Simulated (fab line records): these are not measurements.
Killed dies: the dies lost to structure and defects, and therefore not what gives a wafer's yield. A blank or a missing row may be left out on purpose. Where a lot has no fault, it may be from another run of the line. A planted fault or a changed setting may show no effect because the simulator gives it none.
One fault seen from 3 desks    flow n5_finfet    each desk holds nothing but its own numbers, with what lay behind them at the end

THE DEFECT DESK
Lot by lot, what the route's inspections counted, given as the mean of those sampled wafers with a number. A lot is out of limits, marked OUT, if its mean lies more than 4 standard deviations from the usual mean; the brackets give that distance.
Columns: A = raw_defect_count at N5_BEOL_M1_INSPECT_59, usual 73; B = raw_defect_count at N5_BEOL_M2_INSPECT_13, usual 439; C = raw_defect_count at N5_BEOL_M2_INSPECT_30, usual 442
lot   first seen here  A              B    C
L871  day 6 09:59      66             531  524
L876  day 7 18:16      56             405  377
L877  day 8 08:08      75             497  466
L878  day 8 13:14      296 (+10) OUT  548  562
L879  day 8 16:43      60             415  411
L881  day 9 07:02      334 (+12) OUT  647  694
L891  day 12 02:39     79             417  435
L892  day 12 05:09     60             296  292
L894  day 12 10:26     72             498  538
This desk finds L878, L881 out of limits, L878 being first, at day 8 13:14 (raw_defect_count at N5_BEOL_M1_INSPECT_59). Within limits: L871, L876, L877, L879, L891, L892, L894.

THE TOOL OWNER'S DESK: cvd_co-02
At N5_BEOL_M1_PRE_CLEAN_60 (time 15 s), the tool's own readings, given per lot that ran on this tool as the mean of the sampled wafers with a number. A lot is out of limits, marked OUT, if its mean lies more than 4 standard deviations from the usual mean; the brackets give that distance.
Columns: A = heater_power_w at N5_BEOL_M1_PRE_CLEAN_60, usual 90 W; B = rf_fwd_power_W at N5_BEOL_M1_PRE_CLEAN_60, usual 296.5 W
lot   first seen here  A    B
L871  day 6 09:41      111  297.3
L876  day 7 18:01      112  296.4
L877  day 8 07:53      111  295.5
L878  day 8 12:57      103  296.4
L881  day 9 06:47      94   295.4
L891  day 12 02:24     114  295.7
L892  day 12 04:54     104  295.8
This desk's verdict: no lot among the 7 shows anything out of limits.

FROM THE METROLOGY DESK
Lot by lot, what the gauges showed, no matter which tool ran the lot: averages of those sampled wafers that carry a number. A lot is out of limits, marked OUT, if its mean lies more than 4 standard deviations from the usual mean; the brackets give that distance. It has 10 readings; the 7 that lie furthest out on some lot are the ones shown.
Columns: A = DIBL_N at N5_BEOL_M4_RC_MEAS_101, usual 36.5 mV/V; B = DIBL_P at N5_BEOL_M4_RC_MEAS_101, usual 36.5 mV/V; C = IOFF_P at N5_BEOL_M4_RC_MEAS_101, usual 0.22 nA/um; D = ION_N at N5_BEOL_M4_RC_MEAS_101, usual 677 uA/um; E = ION_P at N5_BEOL_M4_RC_MEAS_101, usual 463 uA/um; F = SS_N at N5_BEOL_M4_RC_MEAS_101, usual 71.6 mV/dec; G = VT_P at N5_BEOL_M4_RC_MEAS_101, usual -250 mV
lot   first seen here  A     B     C     D    E    F     G
L871  day 7 22:33      34.3  33.3  0.17  662  450  70.9  -254
L876  day 9 10:14      36.4  36.2  0.22  685  471  71.6  -247
L878  day 9 19:58      35.4  34.4  0.19  673  460  71.1  -250
L877  day 9 20:15      34.9  35.6  0.19  673  465  71.0  -252
L879  day 10 03:37     35.5  35.0  0.20  677  463  70.9  -251
L881  day 10 20:40     37.3  35.8  0.21  675  453  72.1  -251
L891  day 13 18:14     34.8  36.3  0.19  677  465  71.1  -251
L892  day 13 21:04     34.7  34.5  0.20  656  460  71.2  -250
L894  day 14 23:12     38.5  37.8  0.24  667  461  72.4  -248
This desk's verdict: no lot among the 9 shows anything out of limits.

PUT TOGETHER
The defect desk could have raised an alarm at day 8 13:14, on L878, L881.
Nothing out of limits was seen by the tool owner's desk.
Nothing out of limits was seen by the metrology desk.
Tool owner's desk: L878, L881 on record, inside its limits.
The metrology desk holds a record of L878, L881, inside its limits.
N5_BEOL_M1_PRE_CLEAN_60 was run on cvd_co-02 by each of the lots named.

WHAT THE SIMULATOR HAD PUT IN
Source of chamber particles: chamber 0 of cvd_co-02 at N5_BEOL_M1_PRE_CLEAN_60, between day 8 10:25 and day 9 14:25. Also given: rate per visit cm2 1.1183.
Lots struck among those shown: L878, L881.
Hours from the fault's start to each desk's first reading out of limits: the defect desk, 3.
